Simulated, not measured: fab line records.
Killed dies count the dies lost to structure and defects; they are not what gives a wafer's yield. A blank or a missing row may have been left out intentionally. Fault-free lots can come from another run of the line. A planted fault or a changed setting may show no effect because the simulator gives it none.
Matching of chambers | flow nand_harc | 3 sister chambers for NHARC_A_CHANNEL_FILL_D2_ALD_25 on ald_hk-03
The step deposits SiOx, target thk 60 nm, pulse time 10 s, ald cycles 600. 6 wafers are shown with their chamber, then 6 later ones without.

## WAFERS WITH THEIR CHAMBER
wafer  | chamber | heater_power_w (W) | precursor_pulse_height_rel
L081.5 | 1       | 501                | 1.003
L084.1 | 2       | 484                | 0.974
L084.5 | 1       | 521                | 1.016
L087.2 | 3       | 374                | 1.032
L087.4 | 2       | 476                | 0.971
L087.6 | 3       | 379                | 0.992

## WAFERS WITH NO CHAMBER GIVEN
wafer  | heater_power_w (W) | precursor_pulse_height_rel
L090.1 | 475                | 1.001
L090.4 | 379                | 1.016
L093.3 | 379                | 0.965
L096.3 | 378                | 0.991
L096.4 | 522                | 1.008
L096.5 | 492                | 0.978

## WHICH CHAMBER EACH WENT THROUGH
wafer  | from the rows above     | in truth
L090.1 | 2                       | 2
L090.4 | 3                       | 3
L093.3 | 3                       | 3
L096.3 | 3                       | 3
L096.4 | 1                       | 1
L096.5 | can't be placed: 2 or 1 | 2
Correctly placed: 5 of 6. Can't be placed from these rows: 1 (the true chamber is among the candidates in 1). Placed wrongly: 0.
How it was worked out, from the rows above alone: a wafer's distance from a chamber is the root of the sum, over the readings, of the square of ((its reading less the chamber's mean) divided by the reading's scatter). The wafer belongs to the nearest chamber; if the next one is less than 2 further off, it can't be placed. The mean given for a chamber averages the wafers shown for that chamber. How the scatter is found: for the shown wafers, subtract from each reading the mean of its chamber, square and add these, divide the total by (wafers less chambers), then take the root.
